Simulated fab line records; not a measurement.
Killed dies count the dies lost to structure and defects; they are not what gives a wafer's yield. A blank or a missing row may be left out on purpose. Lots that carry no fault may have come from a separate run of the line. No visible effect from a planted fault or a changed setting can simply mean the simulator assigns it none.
Problem report in the 8D (eight disciplines) form, filled by code || flow n5_finfet || the parts of the form that need people (team, actions taken, sign-off) are left out

## 1. WHAT IS WRONG
N5_BEOL_M7_ETCH_61, rf_fwd_power_W: mean 663.5 W on 2 wafers (1 lot); fault-free wafers 538.8 W, standard deviation 2.4. Measured from the usual mean, that is +52 standard deviations.
The step: etches SiARC in CF4, target depth 45.5 nm, time 75.8 s.
Earliest sighting: wafer L702.2 on rie_diel-03 at day 11 05:32. Wafers with a number at this step in the record: 29, from 10 lots. Rule for "out" (also "out of limits"): further than 4 standard deviations from the usual mean. All remaining wafers that have a number are taken as sound.

## 2. WHAT THIS IS AND IS NOT
{"question": "which readings at this step", "is": "rf_fwd_power_W, etch_rf_on_time_s, rf_vpp_V", "is not": "drypump_motor_current_A, oes_product_au, showerhead_plenum_p_Torr, throttle_valve_pct"}
{"question": "which lots", "is": "L702", "is not": "L694, L695, L696, L709, L711, L712, L713, L714, L715"}
{"question": "which wafers of those lots", "is": "L702.2, L702.4", "is not": "L702.1"}
{"question": "read on which tools", "is": "rie_diel-03", "is not": "rie_diel-04, rie_diel-05"}
{"question": "when", "is": "from day 11 05:32", "is not": "up to then (10 sound wafers); but 17 sound wafers of L709, L711, L712, L713, L714, L715 came after"}

## 3. THE SUSPECTS, EACH WITH WHAT RULES IT OUT
Counting: a tool at a process step up to the reading stays a suspect if it ran every lot that is out. Sound lots after the first of them don't rule it out here, since some wafers of a struck lot are sound.
- rie_diel-02 at N5_BEOL_M6_ETCH_41 (etches SiCN in CH3F/O2, target depth 29.7 nm, time 52 s): kept. It ran the lot that is out, L702 (day 11 03:33); its last sound lot up to then is L696 (day 9 20:57). N5_BEOL_M6_ETCH_41 gives no start for some lots, so the hours and the order of its lots are those of N5_BEOL_M6_CMP_52.
- cmp-03 at N5_BEOL_M6_CMP_52 (polishes, stops on SiCOH lowk, t overpolish 6.9 s, target thk 80 nm): kept. It ran the lot that is out, L702 (day 11 03:33).
- rie_diel-03 at N5_BEOL_M7_ETCH_61 (etches SiARC in CF4, target depth 45.5 nm, time 75.8 s): kept. It ran the lot that is out, L702 (day 11 05:32); its last sound lot up to then is L696 (day 9 23:22). Out on those wafers are its own readings of etch_rf_on_time_s, rf_fwd_power_W, rf_vpp_V.
- Within rie_diel-02 at N5_BEOL_M6_ETCH_41: the wafers that are out ran in chambers 0, 1; their sound lot-mates ran in chamber 2.
- Within cmp-03 at N5_BEOL_M6_CMP_52: the wafers that are out ran in chambers 2, 3; their sound lot-mates ran in chamber 0.
- At N5_BEOL_M7_ETCH_61 on rie_diel-03, chamber 3 took the sound wafers of the same lots and chamber 1 took the wafers that are out.
Still standing after the count: rie_diel-02 at N5_BEOL_M6_ETCH_41, cmp-03 at N5_BEOL_M6_CMP_52, rie_diel-03 at N5_BEOL_M7_ETCH_61.

## 4. THE CAUSE (what the simulator had put in)
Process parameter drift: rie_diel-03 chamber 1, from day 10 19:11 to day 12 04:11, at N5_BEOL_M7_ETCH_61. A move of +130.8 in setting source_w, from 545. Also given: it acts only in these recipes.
3 suspects survive the count, and this tool is in that group.

## 5. THE CHAIN OF EFFECTS, in route order
Each row: a reading whose mean over the struck wafers that have a number lies more than 3 standard deviations from the usual. Only readings whose record carries a usual standard deviation are examined. hours: median over the lots of the time between each lot's start at the first step of this table that gives one and its start at this step. sigmas: the change, counted in usual standard deviations.
{"hours": 0, "step": "N5_BEOL_M7_ETCH_61", "reading": "etch_rf_on_time_s", "usual": "75.0 s", "on struck wafers": 62.8, "change": -12.2, "sigmas": -6.1}
{"hours": 0, "step": "N5_BEOL_M7_ETCH_61", "reading": "rf_fwd_power_W", "usual": "538.8 W", "on struck wafers": 663.5, "change": "+124.7", "sigmas": "+52"}
{"hours": 0, "step": "N5_BEOL_M7_ETCH_61", "reading": "rf_vpp_V", "usual": "184.1 V", "on struck wafers": 172.2, "change": -11.9, "sigmas": -9.2}
Its process steps:
- N5_BEOL_M7_ETCH_61: etches SiARC in CF4, target depth 45.5 nm, time 75.8 s.

## 6. HOW IT WOULD HAVE BEEN CAUGHT EARLIER
In this record the first reading out of limits was taken at day 11 05:32, 10 hours after the fault began at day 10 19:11.
